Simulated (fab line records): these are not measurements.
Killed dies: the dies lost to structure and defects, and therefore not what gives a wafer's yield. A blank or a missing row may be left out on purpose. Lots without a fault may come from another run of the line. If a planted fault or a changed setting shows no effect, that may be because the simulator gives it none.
Matching of chambers || flow n5-finfet || 4 sister chambers for N5_SDB_ALD_29 on ald-sin-04
The step deposits SiNx, target thk 30 nm, pulse time 1 s, ald cycles 600. 16 wafers are shown with their chamber, then 8 later ones without.

WAFERS WITH THEIR CHAMBER
{"wafer": "L078.2", "chamber": 3, "heater-power-w (W)": 738, "precursor-pulse-height-rel": 1.020}
{"wafer": "L078.5", "chamber": 0, "heater-power-w (W)": 1085, "precursor-pulse-height-rel": 0.982}
{"wafer": "L078.6", "chamber": 1, "heater-power-w (W)": 734, "precursor-pulse-height-rel": 0.994}
{"wafer": "L081.2", "chamber": 0, "heater-power-w (W)": 1092, "precursor-pulse-height-rel": 1.016}
{"wafer": "L081.3", "chamber": 1, "heater-power-w (W)": 738, "precursor-pulse-height-rel": 0.983}
{"wafer": "L081.4", "chamber": 3, "heater-power-w (W)": 743, "precursor-pulse-height-rel": 1.028}
{"wafer": "L082.1", "chamber": 2, "heater-power-w (W)": 597, "precursor-pulse-height-rel": 0.980}
{"wafer": "L082.2", "chamber": 1, "heater-power-w (W)": 758, "precursor-pulse-height-rel": 0.957}
{"wafer": "L082.4", "chamber": 0, "heater-power-w (W)": 1107, "precursor-pulse-height-rel": 1.000}
{"wafer": "L083.1", "chamber": 2, "heater-power-w (W)": 582, "precursor-pulse-height-rel": 1.005}
{"wafer": "L083.2", "chamber": 0, "heater-power-w (W)": 1087, "precursor-pulse-height-rel": 1.011}
{"wafer": "L083.5", "chamber": 0, "heater-power-w (W)": 1095, "precursor-pulse-height-rel": 1.025}
{"wafer": "L085.3", "chamber": 2, "heater-power-w (W)": 586, "precursor-pulse-height-rel": 0.980}
{"wafer": "L085.5", "chamber": 3, "heater-power-w (W)": 746, "precursor-pulse-height-rel": 0.983}
{"wafer": "L085.6", "chamber": 2, "heater-power-w (W)": 598, "precursor-pulse-height-rel": 0.987}
{"wafer": "L087.1", "chamber": 2, "heater-power-w (W)": 595, "precursor-pulse-height-rel": 0.980}

SIGNATURES, as means of the wafers listed above
{"reading": "heater-power-w", "chamber 0": 1093.20, "chamber 1": 743.33, "chamber 2": 591.60, "chamber 3": 742.33, "scatter within a chamber": 8.51}
{"reading": "precursor-pulse-height-rel", "chamber 0": 1.00680, "chamber 1": 0.97800, "chamber 2": 0.98640, "chamber 3": 1.01033, "scatter within a chamber": 0.0169}
Rule: a wafer's distance from a chamber is the root of the sum, over the readings, of the square of ((its reading less the chamber's mean) divided by the reading's scatter). The wafer belongs to the nearest chamber; if the next one is less than 2 further off, it can't be placed. The scatter: take each reading less its chamber's mean, square it, sum over the shown wafers, divide by the number of wafers less the number of chambers, and take the root.

WAFERS WHOSE CHAMBER IS MISSING
{"wafer": "L087.5", "heater-power-w (W)": 1086, "precursor-pulse-height-rel": 0.989}
{"wafer": "L087.6", "heater-power-w (W)": 751, "precursor-pulse-height-rel": 0.993}
{"wafer": "L095.1", "heater-power-w (W)": 715, "precursor-pulse-height-rel": 1.016}
{"wafer": "L095.3", "heater-power-w (W)": 769, "precursor-pulse-height-rel": 1.019}
{"wafer": "L095.6", "heater-power-w (W)": 742, "precursor-pulse-height-rel": 1.001}
{"wafer": "L096.1", "heater-power-w (W)": 732, "precursor-pulse-height-rel": 1.025}
{"wafer": "L096.2", "heater-power-w (W)": 725, "precursor-pulse-height-rel": 0.998}
{"wafer": "L096.4", "heater-power-w (W)": 557, "precursor-pulse-height-rel": 1.012}

CHAMBER TAKEN BY EACH
{"wafer": "L087.5", "from the rows above": 0, "in truth": 0}
{"wafer": "L087.6", "from the rows above": "can't be placed: 1 or 3", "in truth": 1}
{"wafer": "L095.1", "from the rows above": "can't be placed: 3 or 1", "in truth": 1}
{"wafer": "L095.3", "from the rows above": "can't be placed: 3 or 1", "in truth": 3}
{"wafer": "L095.6", "from the rows above": "can't be placed: 3 or 1", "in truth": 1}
{"wafer": "L096.1", "from the rows above": "can't be placed: 3 or 1", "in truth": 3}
{"wafer": "L096.2", "from the rows above": "can't be placed: 3 or 1", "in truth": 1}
{"wafer": "L096.4", "from the rows above": 2, "in truth": 2}
Correctly placed: 2 of 8. From these rows, 6 cannot be placed; in 6 the true chamber is one of the candidates. 0 placed wrongly.
